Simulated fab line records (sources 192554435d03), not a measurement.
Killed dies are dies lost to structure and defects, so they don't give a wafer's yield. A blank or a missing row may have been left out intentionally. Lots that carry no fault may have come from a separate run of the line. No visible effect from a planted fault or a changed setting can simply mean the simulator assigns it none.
Matching of chambers	flow n5_finfet	N5_ILD0_CMP_07 on cmp-03 has 4 sister chambers
The step polishes SiO2 flowable, stops on poly-Si, t overpolish 1.18 s, target thk 138.88 nm. 4 wafers are shown with their chamber, then 7 later ones without.

WAFERS PAIRED WITH THEIR CHAMBERS
wafer	chamber	motor_current_A (A)
L086.4	2	11.5
L086.6	0	11.7
L089.3	1	11.9
L089.4	3	14.4

WAFERS WHOSE CHAMBER IS MISSING
wafer	motor_current_A (A)
L089.5	14.7
L094.1	14.7
L094.2	12.5
L094.3	11.9
L097.1	11.8
L097.3	14.8
L097.6	14.6

THE CHAMBER EACH PASSED THROUGH
wafer	from the rows above	in truth
L089.5	3	3
L094.1	3	3
L094.2	can't be placed: 1 or 0 or 2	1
L094.3	can't be placed: 1 or 0 or 2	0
L097.1	can't be placed: 1 or 0 or 2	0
L097.3	3	3
L097.6	3	3
Correct placement for 4 of the 7. These rows do not allow placing 3 (true chamber among the candidates in 3). Number placed wrongly: 0.
How it was worked out, from the rows above alone: a wafer's distance from a chamber is the root of the sum, over the readings, of the square of ((its reading less the chamber's mean) divided by the reading's scatter). The wafer belongs to the nearest chamber; if the next one is less than 2 further off, it can't be placed. Each chamber's mean is taken over the wafers shown for it. The scatter (one wafer shown for each chamber): square how far every hidden wafer sits from the nearest shown wafer, average those squares and take the square root.
